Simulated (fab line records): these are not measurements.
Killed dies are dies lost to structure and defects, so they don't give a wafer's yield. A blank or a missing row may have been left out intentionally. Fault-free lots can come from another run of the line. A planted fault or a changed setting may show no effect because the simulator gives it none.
Comparing a struck lot with a sound one :: flow nand-harc :: 14 steps out of a route of 1302
Sound: the wafers L571.1, L571.4, L571.6. Struck: wafer L580.4. (L580.1, L580.3 of the same lot were not struck and are left out.) The cause comes at the end.
Order at every step that has rows: each side's tool, ch and its chambers, its first start. Under that, the readings that differ: sound wafers :: struck wafers :: difference of the means :: sigmas: that difference in standard deviations of wafers without a fault.
alike: readings whose means differ by less than 2 such deviations, and words and numbers that are the same on both sides. not compared: withheld readings, readings that some wafer has no value for, bounds like >300 that may hide the same value, and numbers for which the record gives no deviation and whose values overlap.
The two part at a step that has a row with sigmas, a row that says differs or no value, or rows on one side only. Numbers that don't overlap but have no deviation are shown without sigmas and don't part them. Lack of a reading on every wafer of one side parts them only where that side has two or more wafers.

first, 7 steps without rows for these wafers: NHARC_A_STAIRCASE_COAT_211; NHARC_A_STAIRCASE_SOFTBAKE_212 (time 170 s); NHARC_A_STAIRCASE_EBR_213; NHARC_A_STAIRCASE_EXPOSE_214 (exposes mask STAIR 3); NHARC_A_STAIRCASE_PEB_215 (peb time 130 s); NHARC_A_STAIRCASE_DEVELOP_216 (time 140 s); NHARC_A_STAIRCASE_HARDBAKE_218 (time 140 s).
NHARC_A_STAIRCASE_DESCUM_219: chemistry O2, time 3 s.
  sound on rie-diel-04 ch 2,3, day 17 21:15; struck on rie-diel-04 ch 3, day 20 08:19
  alike: drypump-motor-current-A, oes-product-au, rf-vpp-V, showerhead-plenum-p-Torr, throttle-valve-pct
  not compared: rf-hours-counter-h
NHARC_A_STAIRCASE_TRIM_220: chemistry O2, time 211.2 s.
  sound on rie-diel-04 ch 1,2,3, day 17 21:23; struck on rie-diel-04 ch 1, day 20 08:24
reading: throttle-valve-pct (%)
sound: 17.018 17.038 17.043
struck: 17.054
difference: +0.021
sigmas: +2
  alike: drypump-motor-current-A, oes-product-au, rf-vpp-V, showerhead-plenum-p-Torr
  not compared: rf-hours-counter-h
NHARC_A_STAIRCASE_ETCH_221: etches the open film in C4F8/O2, target depth 100 nm, time 40.5 s.
  sound: rie-diel-04 ch 1,2,3; struck: rie-diel-04 ch 1
  alike: oes-product-au, rf-vpp-V, run-length-s
  not compared: rf-hours-counter-h
NHARC_A_STAIRCASE_TRIM_222: chemistry O2, time 211.2 s.
  sound: rie-diel-04 ch 1,3; struck: rie-diel-04 ch 1
  alike: drypump-motor-current-A, oes-product-au, rf-vpp-V, showerhead-plenum-p-Torr, throttle-valve-pct
  not compared: rf-hours-counter-h
NHARC_A_STAIRCASE_ETCH_223: etches the open film in C4F8/O2, target depth 100 nm, time 40.5 s.
  sound on rie-diel-04 ch 1,3, day 17 21:48; struck on rie-diel-04 ch 0, day 20 08:50
reading: run-length-s (s)
sound: 61.8 61.6 61.9
struck: 49.5
difference: -12.3
sigmas: -28
  alike: oes-product-au, rf-vpp-V
  not compared: rf-hours-counter-h
NHARC_A_STAIRCASE_TRIM_224: chemistry O2, time 211.2 s.
  sound: rie-diel-04 ch 1,3; struck: rie-diel-04 ch 1
  alike: drypump-motor-current-A, oes-product-au, rf-vpp-V, showerhead-plenum-p-Torr, throttle-valve-pct
  not compared: rf-hours-counter-h
-- record jumps: 9 days between struck wafers' starts before vs after; left off in module A_STAIRCASE, resumes in module END, first step shown is number 1302 of the route --
NHARC_END_SORT_01:
  the record has rows for the struck wafers here (prober-02 ch 0, day 28 22:18) and none for the sound ones

## WHERE THEY PART
Earliest at NHARC_A_STAIRCASE_TRIM_220; latest, in this record, at NHARC_END_SORT_01.

WHY: whatever the simulator had introduced
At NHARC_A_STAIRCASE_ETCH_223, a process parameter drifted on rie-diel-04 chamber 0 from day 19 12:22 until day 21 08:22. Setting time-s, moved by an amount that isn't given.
